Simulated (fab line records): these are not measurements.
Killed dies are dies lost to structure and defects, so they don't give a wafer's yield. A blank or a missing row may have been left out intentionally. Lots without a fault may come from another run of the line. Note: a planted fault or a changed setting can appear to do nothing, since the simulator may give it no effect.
Split-lot trial	flow n5_finfet	7 lots, 21 wafers read, on a route of 1938 steps

== THE SPLIT ITSELF ==
At N5_FIN_SAQP_PECVD_06 (deposits a-Si from SiH4/He, target thk 60 nm, time 48.1 s), the setting time_s was moved away from the recipe's 48.1 s on 5 of the 21 wafers read, by -12.9% to +10.0%. All remaining wafers had this setting at the recipe value.

== FROM THE SPLIT TO THE READING: what the file shows between them, 5 steps ==
- N5_FIN_SAQP_THK_MEAS_07
- N5_FIN_SAQP_HM_DEP_72: deposits SiO2 from SiH4/N2O, target thk 12 nm, time 7.2 s
- N5_FIN_SAQP_COAT_49: time 60 s, resist thk 100 nm
- N5_FIN_SAQP_HM_OPEN_73: chemistry CHF3/O2, target SiO2, stops on a-Si, target depth 12 nm, time 16.8 s
- N5_FIN_SAQP_STRIP_74: strips in CHF3/O2

== THE READING ==
etch.depth_nm (the simulator's own value, which no gauge read), in nm, at N5_FIN_SAQP_MANDREL_ETCH_22 (etches a-Si in HBr/Cl2, stops on SiNx, target depth 60 nm, bt time 10 s, time 30 s). No usual value for it is given in the file. Average 60.02 nm, standard deviation 0.85 nm, over the 16 wafers here run with the recipe.

wafer	tool, chamber at the split	time_s as run, s	against the recipe	etch.depth_nm, nm	against lot-mates on the recipe
L074.2	pecvd-01, 2	48.1	recipe	60.59	-
L074.3	pecvd-01, 1	48.1	recipe	59.13	-
L074.4	pecvd-01, 1	52.89	+10.0%	65.7	+5.84
L085.2	pecvd-04, 0	48.1	recipe	60.64	-
L085.3	pecvd-04, 1	48.1	recipe	59.54	-
L085.4	pecvd-04, 0	48.1	recipe	60.97	-
L086.1	pecvd-01, 0	48.1	recipe	58.74	-
L086.4	pecvd-01, 2	48.1	recipe	60.86	-
L086.6	pecvd-01, 2	45.47	-5.5%	58.02	-1.78
L088.3	pecvd-03, 2	41.9	-12.9%	51.41	-9.20
L088.4	pecvd-03, 2	48.1	recipe	60.61	-
L088.5	pecvd-03, 0	41.9	-12.9%	52.39	-8.22
L091.1	pecvd-04, 1	48.1	recipe	58.69	-
L091.4	pecvd-04, 1	48.1	recipe	60.03	-
L091.5	pecvd-04, 0	48.1	recipe	61.94	-
L092.3	pecvd-01, 1	48.1	recipe	59.64	-
L092.5	pecvd-01, 2	48.1	recipe	60.11	-
L092.6	pecvd-01, 1	42.89	-10.8%	53.93	-5.95
L095.2	pecvd-01, 1	48.1	recipe	59.54	-
L095.3	pecvd-01, 0	48.1	recipe	59.61	-
L095.5	pecvd-01, 1	48.1	recipe	59.6	-

FIT RESULTS
A straight line over all 21 wafers: etch.depth_nm changes by +0.593 nm for each +1% of time_s; r = +0.96; the points scatter about the line by 0.86 nm.
The same after taking each lot's own level away (the mean of its wafers on the recipe; 21 wafers): +0.618 nm for each +1%; r = +0.97; scatter 0.88 nm.
The reading moves by 8 nm for the largest change in time_s, on that fit.
Across the lots, their own levels run from 59.583 to 60.610 nm, a range of 1.2 times the standard deviation given above.
The two slopes agree, so the slope changes little with the lot-to-lot level.
Check: for one of the wafers moved furthest among these (-12.9%), held out of the fit, the line's prediction against its lot-mates is -7.42 nm. It came out at -9.2 nm against them.

== OTHER SPLITS ON THESE WAFERS ==
Before the reading, these wafers also passed through other splits. Each is held against what the fit with the lots' levels taken away leaves over:
other split on the same wafers	wafers away from the commonest value	r with etch.depth_nm (lot level and that fit taken away)
N5_ZERO_LAYER_PECVD_02 time_s	8	-0.24
N5_ZERO_LAYER_COAT_05 spin_rpm	6	+0.19
N5_PMOS_HMC_CHANNEL_EPI_COAT_31 spin_rpm	6	+0.28
N5_PMOS_HMC_CHANNEL_EPI_PEB_07 peb_time_s	5	-0.04

== THE WHOLE CHAIN: every reading that the file lists as answering this split, in the file's order ==
step	what it does	reading	change (the file's fit)	r (the file's)
N5_FIN_SAQP_PECVD_06	deposits a-Si from SiH4/He, target thk 60 nm, time 48.1 s	a-Si_of_FIN_SAQP_PECVD_06.thk_nm (the simulator's own value, which no gauge read)	+0.593 nm for each +1% of the setting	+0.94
N5_FIN_SAQP_THK_MEAS_07		thk_nm	withheld for each +1% of the setting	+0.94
N5_FIN_SAQP_MANDREL_ETCH_22	etches a-Si in HBr/Cl2, stops on SiNx, target depth 60 nm, bt time 10 s, time 30 s	etch.depth_nm (the simulator's own value, which no gauge read)	+0.592 nm for each +1% of the setting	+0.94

== FILE'S OWN FIT ==
etch.depth_nm changes by +0.592 nm for each +1% of time_s, r = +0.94.
